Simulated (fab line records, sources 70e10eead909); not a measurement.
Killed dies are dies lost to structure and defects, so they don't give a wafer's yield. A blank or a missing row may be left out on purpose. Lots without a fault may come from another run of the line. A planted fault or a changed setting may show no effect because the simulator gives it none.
Chamber matching | flow nand_harc | NHARC_P_STI_ETCH_31 on rie_diel-08: 4 sister chambers
The step etches the open film in CF4/CHF3, target depth 108.9 nm, time 54.5 s. 8 wafers are shown with their chamber, then 7 later ones without.

WAFERS WITH THEIR CHAMBER
wafer  | chamber | rf_vpp_V (V) | drypump_motor_current_A (A)
L495.4 | 3       | 368.1        | 5.6
L497.2 | 1       | 374.6        | 5.6
L497.5 | 3       | 368.0        | 5.6
L508.2 | 2       | 372.9        | 5.3
L508.3 | 0       | 374.6        | 5.8
L508.6 | 0       | 374.9        | 5.9
L509.1 | 1       | 374.6        | 5.6
L509.3 | 2       | 371.4        | 5.3

WAFERS WITHOUT THEIR CHAMBER
wafer  | rf_vpp_V (V) | drypump_motor_current_A (A)
L509.4 | 374.5        | 5.9
L512.2 | 371.2        | 5.3
L512.3 | 374.1        | 5.5
L512.6 | 373.6        | 5.5
L513.2 | 373.7        | 5.8
L513.3 | 372.0        | 5.3
L513.6 | 372.8        | 5.9

WHICH CHAMBER EACH WENT THROUGH
wafer  | from the rows above | in truth
L509.4 | 0                   | 0
L512.2 | 2                   | 2
L512.3 | 1                   | 1
L512.6 | 1                   | 1
L513.2 | 0                   | 0
L513.3 | 2                   | 2
L513.6 | 0                   | 0
Placed correctly: 7 of 7. Can't be placed from these rows: 0. Placed wrongly: 0.
How it was worked out, from the rows above alone: a wafer's distance from a chamber is the root of the sum, over the readings, of the square of ((its reading less the chamber's mean) divided by the reading's scatter). The wafer belongs to the nearest chamber; if the next one is less than 2 further off, it can't be placed. A chamber's mean is the mean of its shown wafers. The scatter: the root of (the sum of the squares of (reading less its chamber's mean) over the shown wafers, divided by (wafers less chambers)).
